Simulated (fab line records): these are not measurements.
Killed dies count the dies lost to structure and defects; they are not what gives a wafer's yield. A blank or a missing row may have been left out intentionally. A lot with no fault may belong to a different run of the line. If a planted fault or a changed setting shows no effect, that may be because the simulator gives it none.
Split-lot experiment | flow n5 finfet | on a route of 1938 steps: 7 lots, 21 wafers read

== ABOUT THE SPLIT ==
At N5_BEOL_M14_SPUTTER_44 (material Ta, target thk 15 nm, time 24.19 s), the setting time s was moved away from the recipe's 24.19 s on 7 of the 21 wafers read, by -10.7% to +13.2%. This setting was run at the recipe's value on the other wafers.

Reading taken at the split's own step.

== THE READING ==
Ta_of_BEOL_M14_SPUTTER_44.thk nm (the simulator's own value, which no gauge read), in nm, at N5_BEOL_M14_SPUTTER_44 (material Ta, target thk 15 nm, time 24.19 s). There is no usual value for it anywhere in the file. The 14 wafers here that ran the recipe average 14.9 nm, standard deviation 0.3 nm.

wafer  | tool, chamber at the split | time s as run, s | against the recipe | Ta_of_BEOL_M14_SPUTTER_44.thk nm, nm | against lot-mates on the recipe
L074.2 | pvd sputter-02, -          | 24.19            | recipe             | 15.2                                 | -
L074.3 | pvd sputter-02, -          | 21.6             | -10.7%             | 13.4                                 | -1.8
L074.5 | pvd sputter-02, -          | 21.6             | -10.7%             | 13.6                                 | -1.6
L076.1 | pvd sputter-02, -          | 24.19            | recipe             | 15.6                                 | -
L076.4 | pvd sputter-02, -          | 24.19            | recipe             | 15.4                                 | -
L076.6 | pvd sputter-02, -          | 26.59            | +9.9%              | 16.8                                 | +1.3
L077.1 | pvd sputter-01, -          | 24.19            | recipe             | 14.8                                 | -
L077.3 | pvd sputter-01, -          | 27.24            | +12.6%             | 16.6                                 | +1.8
L077.5 | pvd sputter-01, -          | 27.24            | +12.6%             | 16.6                                 | +1.8
L082.2 | pvd sputter-01, -          | 24.19            | recipe             | 15                                   | -
L082.3 | pvd sputter-01, -          | 24.19            | recipe             | 14.8                                 | -
L082.6 | pvd sputter-01, -          | 27.39            | +13.2%             | 16.8                                 | +1.9
L086.1 | pvd sputter-03, -          | 22.7             | -6.2%              | 14                                   | -0.8
L086.2 | pvd sputter-03, -          | 24.19            | recipe             | 15                                   | -
L086.5 | pvd sputter-03, -          | 24.19            | recipe             | 14.6                                 | -
L091.1 | pvd sputter-03, -          | 24.19            | recipe             | 14.8                                 | -
L091.2 | pvd sputter-03, -          | 24.19            | recipe             | 14.8                                 | -
L091.6 | pvd sputter-03, -          | 24.19            | recipe             | 15.2                                 | -
L097.1 | pvd sputter-01, -          | 24.19            | recipe             | 14.8                                 | -
L097.4 | pvd sputter-01, -          | 24.19            | recipe             | 14.6                                 | -
L097.5 | pvd sputter-01, -          | 24.19            | recipe             | 14.6                                 | -

FIT RESULTS
A straight line over all 21 wafers: Ta_of_BEOL_M14_SPUTTER_44.thk nm changes by +0.141 nm for each +1% of time s; r = +0.96; the points scatter about the line by 0.28 nm.
The same after taking each lot's own level away (the mean of its wafers on the recipe; 21 wafers): +0.146 nm for each +1%; r = +0.99; scatter 0.13 nm.
Per that fit: largest time s move, reading shift of 1.9 nm.
Across the lots, their own levels run from 14.67 to 15.50 nm, a range of 2.8 times the standard deviation given above.
So the lot-to-lot level changes the slope little: the two slopes agree.
Check: with one of the wafers moved furthest among these (+13.2%) left out of the fit, the line predicts +1.91 nm for it against its lot-mates. It came out at +1.9 nm against them.

== FURTHER SPLITS ON THESE WAFERS ==
Note: prior to the reading, these wafers also went through further splits. Each is held against what the fit with the lots' levels taken away leaves over:
other split on the same wafers   | wafers away from the commonest value | r with Ta_of_BEOL_M14_SPUTTER_44.thk nm (lot level and that fit taken away)
N5_BEOL_M14_ETCH_59 h2 flow sccm | 9                                    | +0.06

== FILE'S OWN FIT ==
Ta_of_BEOL_M14_SPUTTER_44.thk nm changes by +0.143 nm for each +1% of time s, r = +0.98.
